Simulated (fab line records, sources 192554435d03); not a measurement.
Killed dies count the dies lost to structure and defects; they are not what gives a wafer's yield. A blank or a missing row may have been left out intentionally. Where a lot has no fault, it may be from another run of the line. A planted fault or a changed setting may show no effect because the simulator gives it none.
Problem report in the 8D (eight disciplines) form, filled by code	flow n5_finfet	the parts of the form that need people (team, actions taken, sign-off) are left out
Where a reading is given only as a bound, like >300, the bound stands for it, and a mean or a difference that rests on one is marked > or <: the true number lies beyond.

1. WHAT IS WRONG
N5_BEOL_M0_SAQP_INSPECT_42, raw_defect_count: mean 1138 over 1 wafer from 1 lot; wafers with no fault: 278, standard deviation 100. Relative to the usual mean, that is a shift of +8.6 standard deviations.
The step: inspects for defects (brightfield).
First seen on wafer L959.1, day 7 17:46, on defect_inspect-02. The record has a number at this step for 24 wafers belonging to 8 lots. Rule for "out", or "out of limits": more than 4 standard deviations from the usual mean. All remaining wafers that have a number are taken as sound.

2. WHAT IT IS, AND WHAT IT ISN'T
question	is	is not
which readings at this step	raw_defect_count	-
which lots	L959	L951, L952, L953, L966, L968, L969, L973
which wafers of those lots	L959.1	L959.4, L959.5
read on which gauges	defect_inspect-02	defect_inspect-01
when	from day 7 17:46	up to then (11 sound wafers); but 12 sound wafers of L966, L968, L969, L973 came after

3. WHAT RULES OUT EACH SUSPECT
Counting: any tool at a process step up to the reading remains a suspect provided it ran every lot that is out. Sound lots after the first of them don't rule it out here, since some wafers of a struck lot are sound.
- the gauge at N5_BEOL_M0_SAQP_INSPECT_42: ruled out. All the wafers that are out were read on defect_inspect-02, but those of them that N5_BEOL_M0_CUTY_INSPECT_59 has rows for are out there too, on other tools.
- rie_si-05 at N5_BEOL_M0_SAQP_MANDREL_ETCH_20 (etches a-Si in HBr/Cl2, stops on SiNx, target depth 60 nm, bt time 10 s, time 30 s): kept. L959, the lot that is out, went through it at day 7 14:00; up to then, the latest sound lot through it was L953 at day 6 03:01.
- vapor_etch-01 at N5_BEOL_M0_SAQP_RECESS_114 (chemistry HF/NH3, target SiO2, target depth 14.4 nm, afs cycles 3, sublimation time 60 s): kept. L959, the lot that is out, went through it at day 7 14:14; up to then, the latest sound lot through it was L953 at day 6 03:26.
- rie_diel-03 at N5_BEOL_M0_SAQP_ETCH_107 (etches SiNx in CH3F/O2, target depth 30 nm): kept. L959, the lot that is out, went through it at day 7 16:04; up to then, the latest sound lot through it was L953 at day 6 05:16.
- Within rie_si-05 at N5_BEOL_M0_SAQP_MANDREL_ETCH_20: the wafers that are out ran in chamber 1; their sound lot-mates ran in chambers 0, 3.
- At N5_BEOL_M0_SAQP_ETCH_107 on rie_diel-03, chamber 1 took the sound wafers of the same lots and chamber 2 took the wafers that are out.
Still standing after the count: rie_si-05 at N5_BEOL_M0_SAQP_MANDREL_ETCH_20, vapor_etch-01 at N5_BEOL_M0_SAQP_RECESS_114, rie_diel-03 at N5_BEOL_M0_SAQP_ETCH_107.

4. THE CAUSE (what the simulator had put in)
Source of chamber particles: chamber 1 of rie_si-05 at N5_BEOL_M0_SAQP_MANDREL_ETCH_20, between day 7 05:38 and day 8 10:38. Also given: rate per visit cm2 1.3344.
Counting left 3 suspects, and this tool is among them.

5. THE CHAIN OF EFFECTS, in route order
Each row: a reading where the mean over the struck wafers with a number is more than 3 standard deviations away from the usual. Only readings for which the record gives a usual standard deviation are gone through. hours: the time from each lot's start at the first step in this table that gives one to its start at this step, as a median over the lots. sigmas: the change in usual standard deviations.
hours	step	reading	usual	on struck wafers	change	sigmas
0	N5_BEOL_M0_SAQP_INSPECT_42	raw_defect_count	278	1138	+860	+8.6
2	N5_BEOL_M0_CUTY_INSPECT_59	raw_defect_count	2.0	>300	>+298	+99 or more
148	N5_PASSIVATION_PROBE_49	defect_limited_yield	91.7 %	80.2	-11.5	-7.7
148	N5_PASSIVATION_PROBE_49	killed_at_M0_to_M3	32	161	+129	+13
148	N5_PASSIVATION_PROBE_49	killed_dies	98	234	+136	+8.0
148	N5_PASSIVATION_PROBE_49	sort_bin_5_function	4.9 %	13.0	+8.1	+8.7
148	N5_PASSIVATION_PROBE_49	sort_n_pass	1082	946	-136	-8.0
148	N5_PASSIVATION_PROBE_49	sort_yield_pct	91.7 %	80.2	-11.5	-8.2
Its process steps:
- N5_PASSIVATION_PROBE_49
At these later measuring or inspecting steps, every struck wafer for which the step has a row has a number for every such reading, and none has moved that far: N5_BEOL_M4_RC_MEAS_101.

6. HOW IT WOULD HAVE BEEN CAUGHT EARLIER
In this record the first reading out of limits at a measuring or inspecting step was taken at day 7 17:46, 12 hours after the fault began at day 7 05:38.
Tool readings at N5_BEOL_M0_SAQP_MANDREL_ETCH_20 with a usual standard deviation given in the record: none out on any struck wafer, hence no alarm at a limit of 4 standard deviations on them.
Each of the lots that are out, 1 in all, had begun N5_BEOL_M0_SAQP_MANDREL_ETCH_20 on rie_si-05 no later than day 7 17:46. Had the tool been put on hold then, not one of them would have been saved.
